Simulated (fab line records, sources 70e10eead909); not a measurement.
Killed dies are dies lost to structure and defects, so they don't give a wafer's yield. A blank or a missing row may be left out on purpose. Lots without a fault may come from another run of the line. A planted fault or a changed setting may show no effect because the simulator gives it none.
fab line records | flow nand_harc | part 2 of 2: steps 19 to 32 of 32
record lots=5 wafers=15 last_day=32
route steps=1302 shown A_CONTACT@1046
lots that met no fault: from a run of the same line without faults
start_h: hours from the record's first day to the start of the lot's first wafer shown | wait_h: hours since the lot's step before | " the same as in the row above | L1.1+2: a row that stands for several wafers | - no value, or no start given | * or withheld: withheld | < > ~ a bound
route shown NAME@n: a module of which the file shows steps, and the number in the route of the first | usual: mean/standard deviation of fault-free wafers | same: alike in all rows | chamber/n: place in a boat | sites: the reading at each site | _std_site: their standard deviation | _edge_site: outer sites' mean less inner sites' | radius_mm: how far each site lies from the wafer's centre | mask NAME#n: copy n | behind: the tool/chamber that last shaped the wafer | hold: why the lot was held/for how many hours/how that ended | device: the transistor (n, p or np) that didn't switch | end of line: the same wafers' tests at the end of the route | a step without rows: its recipe alone | killed: dies lost to structure and defects at the first sort, not the wafer's yield | map: a wafer's dies, x killed, . not, _ none there
set.NAME: the setting as run; set.NAME@STEP: as run at that earlier step | model.NAME: the simulator's own value behind a step, which no gauge read
lots at some steps of the route; a table a step, a row a wafer
services: from which hour (start_h, from the record's first day; less than 0 if before it) a tool's chamber was out of use, for how many hours, and why
## steps
# step NHARC_A_CONTACT_STRIP_82
# recipe o2_flow_sccm=500 ar_flow_sccm=0 bias_w=0 chemistry=O2
# usual chamber_pressure_mTorr=59.99/0.052 drypump_motor_current_A=5.7/0.44 oes_product_au=1.002/0.0058 rf_vpp_V=58.1/0.91 showerhead_plenum_p_Torr=3.58/0.18 throttle_valve_pct=17.036/0.0098
# columns lot.wafer tool chamber start_h wait_h chamber_pressure_mTorr drypump_motor_current_A oes_product_au rf_hours_counter_h rf_vpp_V showerhead_plenum_p_Torr throttle_valve_pct
L076.1 rie_diel-05 2 - - 60.06 5.8 0.998 15 57.1 3.35 17.038
L076.2 " 3 " " 59.96 5.2 1.007 19 59.7 3.80 17.048
L076.4 " 1 " " 60.05 5.1 1.000 - 57.6 3.73 17.028
L077.4 rie_diel-05 1 - - 60.00 5.1 1.008 17 59.7 3.73 17.041
L077.5 " 0 " " 59.99 6.0 1.000 - 56.1 3.50 17.037
L077.6 " 1 " " 60.12 5.1 1.007 - 59.0 3.73 17.025
L088.1 rie_diel-05 0 - - 60.01 6.0 1.000 11 57.8 3.49 17.030
L088.4 " 3 " " 60.10 5.2 0.997 11 57.5 3.78 17.050
L088.5 " 0 " " 60.03 6.1 0.999 - 58.1 3.49 17.060
L092.3 rie_diel-05 2 - - 59.88 5.8 1.008 17 57.8 3.34 17.020
L092.2 " 1 " " 59.96 5.1 1.005 16 59.6 3.71 17.042
L092.4 " 3 " " 60.06 5.2 1.010 - 61.0 3.78 17.029
L093.4 rie_diel-05 3 - - 59.96 5.2 1.013 18 59.1 3.78 17.044
L093.2 " 1 " " 59.96 5.1 1.013 18 58.5 3.71 17.048
L093.6 " 0 " " 59.99 6.0 1.005 - 57.6 3.48 17.056
# step NHARC_A_CONTACT_STRIP_83
# recipe time_s=600 temp_c=30 chemistry=post_etch_residue_remover
# columns lot.wafer tool chamber start_h wait_h
L076.2+1+4 wet_bench-05 0,1,4 516.32 -
L077.5+6+4 wet_bench-06 6,7,2 531.89 -
L088.4+5+1 wet_bench-05 6,7,3 653.08 -
L092.2+3+4 wet_bench-06 3,6,7 689.37 -
L093.2+4+6 wet_bench-06 1,2,3 702.39 -
# step NHARC_A_CONTACT_DEP_84
# recipe target_thk_a=28000 temp_c=400 material=aC
# usual throttle_valve_pct=35.000/0.0089
# columns lot.wafer tool chamber start_h wait_h throttle_valve_pct
L076.1 acl_dep-01 0 519.15 - 35.010
L076.2 " 0 " " 35.008
L076.4 " 0 " " 35.002
L077.4 acl_dep-02 0 533.28 - 35.025
L077.5 " 0 " " 34.996
L077.6 " 0 " " 34.982
L088.1 acl_dep-01 0 653.35 - 34.994
L088.4 " 0 " " 34.992
L088.5 " 0 " " 34.998
L092.2 acl_dep-02 0 692.20 - 34.999
L092.3 " 0 " " 34.991
L092.4 " 0 " " 35.010
L093.2 acl_dep-01 0 703.77 - 35.016
L093.4 " 0 " " 35.006
L093.6 " 0 " " 35.008
# step NHARC_A_CONTACT_DEP_85
# recipe target_thk_a=600 target_thk_nm=60 temp_c=400 pressure_torr=3.5 flow_sccm=200 rf_w=350 material=SiON
# usual heater_power_outer_w=477/49 heater_power_w=785/90
# columns lot.wafer tool chamber start_h wait_h heater_power_outer_w heater_power_w
L076.2 pecvd-03 2 520.95 1.2 570 910
L076.1 " 0 " " 468 797
L076.4 " 0 " " 482 780
L077.4 pecvd-04 2 534.29 0.7 471 828
L077.6 " 0 " " 435 715
L077.5 " 1 " " 463 792
L088.1 pecvd-04 1 655.08 1.4 506 857
L088.5 " 1 " " 506 842
L088.4 " 0 " " 418 710
L092.3 pecvd-02 2 693.69 0.9 422 663
L092.2 " 1 " " 550 934
L092.4 " 1 " " 538 922
L093.2 pecvd-04 0 705.30 1.2 430 716
L093.4 " 1 " " 449 786
L093.6 " 0 " " 433 719
# step NHARC_A_CONTACT_DEHYDRATE_00
# recipe temp_c=150 time_s=120
# columns lot.wafer tool chamber start_h wait_h
L076.1+2+4 litho_track-06 0 521.19 0.2
L077.4+5+6 litho_track-01 0 534.48 0.2
L088.1+4+5 litho_track-06 0 655.35 0.2
L092.2+3+4 litho_track-06 0 693.96 0.2
L093.2+4+6 litho_track-01 0 705.52 0.2
# step NHARC_A_CONTACT_HMDS_01
# recipe time_s=30
# columns lot.wafer tool chamber start_h wait_h
L076.1+2+4 litho_track-06 0 - -
L077.4+5+6 litho_track-01 0 - -
L088.1+4+5 litho_track-06 0 - -
L092.2+3+4 litho_track-06 0 - -
L093.2+4+6 litho_track-01 0 - -
# step NHARC_A_CONTACT_COAT_86
# recipe temp_c=260 time_s=75
# columns lot.wafer tool chamber start_h wait_h
L076.1+2+4 litho_track-06 0 - -
L077.4+5+6 litho_track-01 0 - -
L088.1+4+5 litho_track-06 0 - -
L092.2+3+4 litho_track-06 0 - -
L093.2+4+6 litho_track-01 0 - -
# step NHARC_A_CONTACT_COAT_87
# recipe temp_c=225 time_s=65
# columns lot.wafer tool chamber start_h wait_h
L076.1+2+4 litho_track-06 0 - -
L077.4+5+6 litho_track-01 0 - -
L088.1+4+5 litho_track-06 0 - -
L092.2+3+4 litho_track-06 0 - -
L093.2+4+6 litho_track-01 0 - -
# step NHARC_A_CONTACT_COAT_02
# recipe spin_rpm=1500 resist_thk_nm=90
# usual spin_speed_rpm=1500.1/0.81
# columns lot.wafer tool chamber start_h wait_h spin_speed_rpm
L076.1 litho_track-06 0 - - 1497.9
L076.2 " 0 " " 1500.2
L076.4 " 0 " " 1500.3
L077.4 litho_track-01 0 - - 1500.2
L077.5 " 0 " " 1500.3
L077.6 " 0 " " 1499.6
L088.1 litho_track-06 0 - - 1500.3
L088.4 " 0 " " 1500.5
L088.5 " 0 " " 1499.8
L092.2 litho_track-06 0 - - 1499.9
L092.3 " 0 " " 1500.8
L092.4 " 0 " " 1500.2
L093.2 litho_track-01 0 - - 1500.5
L093.4 " 0 " " 1501.9
L093.6 " 0 " " 1501.0
# step NHARC_A_CONTACT_SOFTBAKE_03
# recipe temp_c=105 time_s=55
# columns lot.wafer tool chamber start_h wait_h
L076.1+2+4 litho_track-06 0 - -
L077.4+5+6 litho_track-01 0 - -
L088.1+4+5 litho_track-06 0 - -
L092.2+3+4 litho_track-06 0 - -
L093.2+4+6 litho_track-01 0 - -
# step NHARC_A_CONTACT_EBR_04
# columns lot.wafer tool chamber start_h wait_h
L076.1+2+4 litho_track-06 0 - -
L077.4+5+6 litho_track-01 0 - -
L088.1+4+5 litho_track-06 0 - -
L092.2+3+4 litho_track-06 0 - -
L093.2+4+6 litho_track-01 0 - -
# step NHARC_A_CONTACT_EXPOSE_05
# recipe na=1.35 sigma_outer=0.8 dose_mj=84.24 mask_id=A_CC
# columns lot.wafer tool chamber start_h wait_h mask
L076.1+2+4 arfi_scanner-03 0 521.38 - A_CC#0
L077.4+5+6 arfi_scanner-01 0 534.80 - A_CC#0
L088.1+4+5 arfi_scanner-02 0 655.66 - A_CC#0
L092.2+3+4 arfi_scanner-02 0 694.27 - A_CC#0
L093.2+4+6 arfi_scanner-02 0 705.70 - A_CC#0
# step NHARC_A_CONTACT_PEB_06
# recipe peb_temp_c=100 peb_time_s=65
# columns lot.wafer tool chamber start_h wait_h
L076.1+2+4 litho_track-01 0 521.44 0.1
L077.4+5+6 litho_track-01 0 534.85 0.0
L088.1+4+5 litho_track-04 0 655.72 0.1
L092.2+3+4 litho_track-04 0 694.34 0.1
L093.2+4+6 litho_track-04 0 705.76 0.1
# step NHARC_A_CONTACT_DEVELOP_07
# recipe develop_time_s=35 dev_temp_c=23
# columns lot.wafer tool chamber start_h wait_h
L076.1+2+4 litho_track-01 0 - -
L077.4+5+6 litho_track-01 0 - -
L088.1+4+5 litho_track-04 0 - -
L092.2+3+4 litho_track-04 0 - -
L093.2+4+6 litho_track-04 0 - -
## services
# columns tool chamber start_h hours kind
rie_diel-05 - 494.31 0.5 repair
har_cap_etch-01 - 499.30 17.0 pm
litho_track-01 - 505.01 7.0 pm
rie_diel-01 1 507.78 6.3 repair
rie_diel-05 0 511.09 9.4 repair
har_cap_etch-01 - 521.88 0.6 repair
rie_diel-01 - 523.00 1.1 repair
litho_track-06 - 529.00 7.0 pm
arfi_scanner-02 - 544.78 3.7 repair
wet_bench-06 - 545.60 8.0 pm
acl_dep-01 - 552.46 13.0 pm
litho_track-04 - 553.00 7.0 pm
rie_diel-01 - 560.45 9.0 pm
rie_diel-05 - 583.60 9.0 pm
arfi_scanner-02 - 601.52 0.3 repair
rie_diel-01 3 623.38 3.3 repair
rie_diel-05 1 631.10 2.5 repair
pecvd-04 - 631.11 13.0 pm
arfi_scanner-02 - 656.00 4.0 pm
arfi_scanner-02 - 668.72 0.7 repair
rie_diel-05 0 678.00 13.1 repair
litho_track-01 - 680.01 7.0 pm
arfi_scanner-02 - 701.24 1.3 repair
litho_track-06 - 704.00 7.0 pm
